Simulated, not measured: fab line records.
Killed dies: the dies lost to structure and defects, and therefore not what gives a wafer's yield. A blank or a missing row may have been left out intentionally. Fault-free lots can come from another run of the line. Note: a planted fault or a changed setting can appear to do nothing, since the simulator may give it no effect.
The tool behind it: which one? | flow nand_harc | route of 1302 steps, sampled at 1 step: 12 lots, 36 wafers

== WHAT THE GAUGES READ, wafer by wafer ==
NHARC_P_M1_INSPECT_27.
lot  | measured     | on                | raw_defect_count
L076 | day 6 21:38  | defect_inspect-01 | 240 390 275
L077 | day 7 10:56  | defect_inspect-02 | 202 168 144
L079 | day 8 04:22  | defect_inspect-02 | 208 284 226
L081 | day 9 09:38  | defect_inspect-01 | 371 230 209
L082 | day 10 02:47 | defect_inspect-01 | 211 246 298
L085 | day 11 02:18 | defect_inspect-02 | 327 466 254
L087 | day 11 14:56 | defect_inspect-01 | 210 306 232
L088 | day 12 07:55 | defect_inspect-01 | 277 272 299
L091 | day 13 16:26 | defect_inspect-02 | 451 606 315
L093 | day 14 09:56 | defect_inspect-01 | 319 277 374
L095 | day 15 02:40 | defect_inspect-02 | 461 693 284
L097 | day 16 04:40 | defect_inspect-01 | 395 512 486

== WHICH TOOL RAN EACH LOT (tool, then ch and the chambers of the sampled wafers, then the start) ==
The record holds no process step before these readings.

== THE ANSWER, worked out from the rows above alone ==
Rule: the usual values come from the lots themselves. The widest of any qualifying gaps counts: lots, ordered by their means at a reading, are off when they make up no more than a third of the lots, leave a main group of 4 or more, and stand apart from it by 3 or more times the standard deviation of that group's means. The tables above print the reading to a certain number of digits; a main group whose means all agree to those digits is not used. A lot without any number at a reading at which 4 lots or more have one is off too. Any other lot the step has rows for is counted as sound.
Nothing can be told from this: no lot is off at any reading shown.

== WHAT WAS PUT IN BY THE SIMULATOR ==
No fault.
